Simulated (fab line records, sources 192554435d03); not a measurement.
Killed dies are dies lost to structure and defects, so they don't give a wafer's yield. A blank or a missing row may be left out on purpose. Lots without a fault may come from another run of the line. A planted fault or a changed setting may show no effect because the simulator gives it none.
Which tool did it? | flow n5_finfet | 10 lots, 30 wafers sampled, at 5 steps of a route of 1938

WHAT THE GAUGES READ, wafer by wafer
N5_BEOL_M4_RC_MEAS_101.
lot  | measured     | on        | DIBL_N (mV/V)
L383 | day 10 11:17 | prober-02 | 37.7 37.4 36.4
L384 | day 10 17:29 | prober-02 | 35.6 35.1 37.0
L385 | day 10 21:25 | prober-01 | 38.7 37.7 36.6
L386 | day 11 04:47 | prober-02 | 36.8 35.7 36.5
L388 | day 11 15:17 | prober-01 | 39.8 38.1 38.0
L391 | day 12 17:29 | prober-01 | 35.4 38.7 39.3
L392 | day 12 18:56 | prober-02 | 37.5 34.7 36.6
L393 | day 13 17:08 | prober-01 | 34.9 35.7 36.4
L375 | day 13 19:43 | prober-02 | 35.2 34.6 35.8
L395 | day 15 05:43 | prober-01 | 35.2 34.7 36.7

WHICH TOOL RAN EACH LOT (tool, then ch and the chambers of the sampled wafers, then the start)
lot  | N5_BEOL_M4_SPUTTER_48        | N5_BEOL_M4_ANNEAL_80         | N5_BEOL_M4_ANNEAL_82         | N5_BEOL_M4_ANNEAL_91
L383 | pvd_sputter-03, day 10 08:17 | pvd_sputter-03, day 10 08:35 | pvd_sputter-03, day 10 08:48 | pvd_sputter-03, day 10 09:28
L384 | pvd_sputter-02, day 10 08:42 | pvd_sputter-02, day 10 14:17 | pvd_sputter-02, day 10 14:31 | pvd_sputter-02, day 10 15:10
L385 | pvd_sputter-02, day 10 18:28 | pvd_sputter-02, day 10 18:46 | pvd_sputter-02, day 10 18:59 | pvd_sputter-02, day 10 19:39
L386 | pvd_sputter-02, day 11 01:55 | pvd_sputter-02, day 11 02:13 | pvd_sputter-02, day 11 02:26 | pvd_sputter-02, day 11 03:05
L388 | pvd_sputter-02, day 11 12:25 | pvd_sputter-02, day 11 12:43 | pvd_sputter-02, day 11 12:56 | pvd_sputter-02, day 11 13:36
L391 | pvd_sputter-02, day 12 14:01 | pvd_sputter-02, day 12 14:19 | pvd_sputter-02, day 12 14:32 | pvd_sputter-02, day 12 15:11
L392 | pvd_sputter-01, day 12 15:35 | pvd_sputter-01, day 12 15:53 | pvd_sputter-01, day 12 16:07 | pvd_sputter-01, day 12 16:46
L393 | pvd_sputter-03, day 13 13:45 | pvd_sputter-03, day 13 14:03 | pvd_sputter-03, day 13 14:16 | pvd_sputter-03, day 13 14:56
L375 | pvd_sputter-01, day 13 16:43 | pvd_sputter-01, day 13 17:01 | pvd_sputter-01, day 13 17:14 | pvd_sputter-01, day 13 17:53
L395 | pvd_sputter-02, day 15 02:47 | pvd_sputter-02, day 15 03:05 | pvd_sputter-02, day 15 03:19 | pvd_sputter-02, day 15 03:58
- N5_BEOL_M4_SPUTTER_48: material Cu, target thk 4.5 nm, time 8.29 s.
- N5_BEOL_M4_ANNEAL_80: time 240 s.
- N5_BEOL_M4_ANNEAL_82: time 240 s.
- N5_BEOL_M4_ANNEAL_91: time 240 s.

THE ANSWER, worked out from the rows above alone
Rule: what is usual is taken from the lots themselves. Put in order of their means at a reading, lots are off if they are a third of the lots or fewer, leave a main group of 4 or more, and stand apart from it by a gap of 3 or more times the standard deviation of the main group's means; of several such gaps the widest counts. A main group whose means are all the same, to the digits that the tables above print for the reading, isn't used. A lot without any number at a reading at which 4 lots or more have one is off too. The other lots that the step has rows for count as sound.
No lot is off at any reading shown: from this, nothing can be told.

WHAT THE SIMULATOR HAD PUT IN
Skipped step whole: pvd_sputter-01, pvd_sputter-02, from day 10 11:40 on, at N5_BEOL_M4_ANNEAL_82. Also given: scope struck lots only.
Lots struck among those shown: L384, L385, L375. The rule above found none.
